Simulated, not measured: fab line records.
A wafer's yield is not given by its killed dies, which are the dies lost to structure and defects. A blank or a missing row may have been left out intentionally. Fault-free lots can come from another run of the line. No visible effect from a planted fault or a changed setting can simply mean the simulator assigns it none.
Chamber matching	flow n5_finfet	4 sister chambers for N5_MOL_CONTACT_COAG_ETCHBACK_134 on rie_diel-05
The step etches SiO2 in CHF3, target depth 10 nm, time 6.7 s. 4 wafers are shown with their chamber, then 12 later ones without.

== WAFERS WITH THEIR CHAMBER ==
wafer	chamber	showerhead_plenum_p_Torr (Torr)
L085.2	1	2.37
L085.4	0	2.27
L088.1	2	2.47
L088.6	3	2.28

== WAFERS WITHOUT THEIR CHAMBER ==
wafer	showerhead_plenum_p_Torr (Torr)
L089.1	2.47
L089.2	2.27
L089.6	2.47
L090.1	2.27
L090.3	2.27
L090.5	2.28
L091.1	2.37
L091.4	2.27
L091.5	2.27
L097.1	2.46
L097.4	2.46
L097.6	2.36

== EACH ONE'S CHAMBER ==
wafer	from the rows above	in truth
L089.1	2	2
L089.2	can't be placed: 0 or 3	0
L089.6	2	2
L090.1	can't be placed: 0 or 3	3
L090.3	can't be placed: 0 or 3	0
L090.5	can't be placed: 3 or 0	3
L091.1	1	1
L091.4	can't be placed: 0 or 3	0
L091.5	can't be placed: 0 or 3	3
L097.1	2	2
L097.4	2	2
L097.6	1	1
6 of 12 placed correctly. These rows do not allow placing 6 (true chamber among the candidates in 6). Placed wrongly: 0.
How it was worked out, from the rows above alone: a wafer's distance from a chamber is the root of the sum, over the readings, of the square of ((its reading less the chamber's mean) divided by the reading's scatter). If the next closest chamber is less than 2 further off than the closest, the wafer can't be placed; otherwise it belongs to the closest. A chamber's mean is the mean of its shown wafers. The scatter (one wafer shown for each chamber): square how far every hidden wafer sits from the nearest shown wafer, average those squares and take the square root.
